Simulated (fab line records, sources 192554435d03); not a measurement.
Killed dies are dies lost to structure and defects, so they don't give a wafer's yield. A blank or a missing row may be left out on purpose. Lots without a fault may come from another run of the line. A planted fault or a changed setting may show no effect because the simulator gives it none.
One fault seen from 3 desks | flow n5_finfet | each desk has only its own numbers; what lay behind them comes last

THE TOOL OWNER'S DESK: rie_diel-01
The tool's own readings at N5_BEOL_M6_TRENCH_ETCH_37 (etches SiCOH lowk in C4F6/O2, target depth 94.435 nm, time 31.5 s): means of the sampled wafers that have a number, for each lot that ran on this tool. A lot is out of limits, marked OUT, if its mean lies more than 4 standard deviations from the usual mean; the brackets give that distance.
Columns: A = bias_w at N5_BEOL_M6_TRENCH_ETCH_37, usual 185.0 W; B = drypump_motor_current_A at N5_BEOL_M6_TRENCH_ETCH_37, usual 5.7 A; C = oes_product_au at N5_BEOL_M6_TRENCH_ETCH_37, usual 0.78 a.u.; D = rf_vpp_V at N5_BEOL_M6_TRENCH_ETCH_37, usual 663 V; E = showerhead_plenum_p_Torr at N5_BEOL_M6_TRENCH_ETCH_37, usual 2.83 Torr; F = throttle_valve_pct at N5_BEOL_M6_TRENCH_ETCH_37, usual 21.00 %
lot  | first seen here | A                | B   | C    | D   | E    | F
L585 | day 9 16:52     | 185.1            | 5.5 | 0.73 | 665 | 2.79 | 20.96
L584 | day 10 08:56    | 179.7 (-8.5) OUT | 5.9 | 0.70 | 641 | 2.74 | 21.01
L590 | day 11 17:47    | 182.2 (-4.5) OUT | 5.5 | 0.80 | 656 | 2.78 | 20.87
L597 | day 13 21:59    | 185.4            | 5.2 | 0.83 | 666 | 2.85 | 20.78
L602 | day 14 12:11    | 185.4            | 5.7 | 0.84 | 659 | 2.79 | 20.81
L605 | day 15 11:03    | 184.7            | 5.5 | 0.84 | 660 | 2.80 | 20.91
This desk's finding: out of limits on L584, L590; first on L584, day 10 08:56 (bias_w at N5_BEOL_M6_TRENCH_ETCH_37). In limits: L585, L597, L602, L605.

THE DEFECT DESK
What the inspections along the route counted, lot by lot: means of the sampled wafers that have a number. A lot is out of limits, marked OUT, if its mean lies more than 4 standard deviations from the usual mean; the brackets give that distance.
Columns: A = raw_defect_count at N5_BEOL_M6_INSPECT_30, usual 398
lot  | first seen here | A
L585 | day 9 16:33     | 456
L584 | day 10 08:38    | 387
L587 | day 10 19:41    | 290
L590 | day 11 17:29    | 511
L597 | day 13 21:40    | 587
L598 | day 13 23:34    | 407
L602 | day 14 11:47    | 326
L601 | day 14 11:50    | 316
L604 | day 14 11:52    | 427
L605 | day 15 10:22    | 423
L603 | day 16 08:41    | 329
This desk's finding: nothing out of limits on any of the 11 lots.

THE METROLOGY DESK
What the gauges read, lot by lot, whatever tool the lot ran on: means of the sampled wafers that have a number. A lot is out of limits, marked OUT, if its mean lies more than 4 standard deviations from the usual mean; the brackets give that distance.
Columns: A = cd_nm at N5_BEOL_M6_CD_MEAS_35, usual 40.1 nm
lot  | first seen here | A
L585 | day 9 17:10     | 39.8
L584 | day 10 09:15    | 40.3
L587 | day 10 20:43    | 39.9
L590 | day 11 18:05    | 39.9
L597 | day 13 22:22    | 40.0
L598 | day 14 00:21    | 40.6
L602 | day 14 12:29    | 40.5
L601 | day 14 12:32    | 40.1
L604 | day 14 12:38    | 40.3
L605 | day 15 11:22    | 40.1
L603 | day 16 09:49    | 40.5
This desk's finding: nothing out of limits on any of the 11 lots.

PUT TOGETHER
The tool owner's desk could have raised an alarm at day 10 08:56, on L584, L590.
The defect desk saw nothing out of limits.
The metrology desk saw nothing out of limits.
The defect desk has L584, L590 on record, within its limits.
The metrology desk has L584, L590 on record, within its limits.
Of the lots named, all ran N5_BEOL_M6_TRENCH_ETCH_37 on rie_diel-01.

WHAT THE SIMULATOR HAD PUT IN
Process parameter drift: rie_diel-01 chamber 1, from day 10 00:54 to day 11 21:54, at N5_BEOL_M6_TRENCH_ETCH_37. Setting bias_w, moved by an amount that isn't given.
Lots struck among those shown: L584, L590.
Hours from the fault's start to each desk's first reading out of limits: the tool owner's desk, 8.
